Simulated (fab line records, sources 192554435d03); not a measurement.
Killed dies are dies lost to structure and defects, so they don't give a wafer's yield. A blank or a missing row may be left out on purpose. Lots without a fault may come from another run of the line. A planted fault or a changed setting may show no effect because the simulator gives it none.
One fault seen from 3 desks | flow n5_finfet | each desk has only its own numbers; what lay behind them comes last

THE TOOL OWNER'S DESK: rie_diel-04
The tool's own readings at N5_BEOL_M1_VIA_ETCH_34 (etches the open film in C4F6/O2, target depth 67.8 nm, time 64.4 s): means of the sampled wafers that have a number, for each lot that ran on this tool. A lot is out of limits, marked OUT, if its mean lies more than 4 standard deviations from the usual mean; the brackets give that distance.
Columns: A = drypump_motor_current_A at N5_BEOL_M1_VIA_ETCH_34, usual 5.9 A; B = oes_product_au at N5_BEOL_M1_VIA_ETCH_34, usual 0.78 a.u.; C = rf_vpp_V at N5_BEOL_M1_VIA_ETCH_34, usual 665 V; D = run_length_s at N5_BEOL_M1_VIA_ETCH_34, usual 87.4 s; E = showerhead_plenum_p_Torr at N5_BEOL_M1_VIA_ETCH_34, usual 2.84 Torr; F = throttle_valve_pct at N5_BEOL_M1_VIA_ETCH_34, usual 30.89 %
lot  | first seen here | A   | B    | C   | D              | E    | F
L843 | day 7 23:37     | 5.7 | 0.73 | 656 | 87.4           | 2.85 | 31.02
L838 | day 8 00:30     | 6.0 | 0.73 | 674 | 87.2           | 2.76 | 30.91
L854 | day 10 09:40    | 5.4 | 0.83 | 666 | 78.8 (-19) OUT | 2.90 | 30.73
L855 | day 10 19:31    | 5.4 | 0.79 | 678 | 70.8 (-37) OUT | 2.94 | 30.91
This desk's finding: out of limits on L854, L855; first on L854, day 10 09:40 (run_length_s at N5_BEOL_M1_VIA_ETCH_34). In limits: L843, L838.

THE METROLOGY DESK
What the gauges read, lot by lot, whatever tool the lot ran on: means of the sampled wafers that have a number. A lot is out of limits, marked OUT, if its mean lies more than 4 standard deviations from the usual mean; the brackets give that distance. Of its 12 readings 7 are shown: those that lie furthest out on some lot.
Columns: A = cd_nm at N5_BEOL_M1_CD_MEAS_28, usual 23.95 nm; B = V0_OVL at N5_BEOL_M1_OVL_MEAS_29, usual 0.3 nm; C = DIBL_P at N5_BEOL_M4_RC_MEAS_101, usual 37.2 mV/V; D = IOFF_P at N5_BEOL_M4_RC_MEAS_101, usual 0.22 nA/um; E = ION_N at N5_BEOL_M4_RC_MEAS_101, usual 680 uA/um; F = SS_N at N5_BEOL_M4_RC_MEAS_101, usual 71.7 mV/dec; G = VT_N at N5_BEOL_M4_RC_MEAS_101, usual 248.9 mV
lot  | first seen here | A     | B    | C    | D    | E   | F    | G
L843 | day 7 09:55     | 24.03 | 0.7  | 35.9 | 0.21 | 683 | 72.4 | 249.1
L838 | day 7 10:05     | 23.80 | -0.3 | 39.1 | 0.22 | 684 | 71.6 | 248.9
L854 | day 10 01:14    | 23.94 | 0.7  | 36.8 | 0.18 | 686 | 71.0 | 248.2
L855 | day 10 17:13    | 24.12 | -0.1 | 37.5 | 0.22 | 678 | 72.1 | 250.9
L858 | day 11 06:52    | 23.69 | -0.3 | 36.6 | 0.23 | 672 | 72.7 | 249.4
L860 | day 12 00:00    | 24.15 | 0.2  | 37.2 | 0.20 | 672 | 72.0 | 249.6
This desk's finding: nothing out of limits on any of the 6 lots.

THE DEFECT DESK
What the inspections along the route counted, lot by lot: means of the sampled wafers that have a number. A lot is out of limits, marked OUT, if its mean lies more than 4 standard deviations from the usual mean; the brackets give that distance.
Columns: A = raw_defect_count at N5_BEOL_M1_INSPECT_30, usual 419
lot  | first seen here | A
L843 | day 7 10:00     | 576
L838 | day 7 10:11     | 307
L854 | day 10 01:19    | 456
L855 | day 10 17:18    | 544
L858 | day 11 06:56    | 275
L860 | day 12 00:05    | 475
This desk's finding: nothing out of limits on any of the 6 lots.

PUT TOGETHER
The tool owner's desk could have raised an alarm at day 10 09:40, on L854, L855.
The metrology desk saw nothing out of limits.
The defect desk saw nothing out of limits.
The metrology desk has L854, L855 on record, within its limits.
The defect desk has L854, L855 on record, within its limits.
Of the lots named, all ran N5_BEOL_M1_VIA_ETCH_34 on rie_diel-04.

WHAT THE SIMULATOR HAD PUT IN
Process parameter drift: rie_diel-04, from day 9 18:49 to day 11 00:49, at N5_BEOL_M1_VIA_ETCH_34. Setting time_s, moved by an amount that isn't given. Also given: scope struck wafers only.
Lots struck among those shown: L854, L855.
Hours from the fault's start to each desk's first reading out of limits: the tool owner's desk, 15.
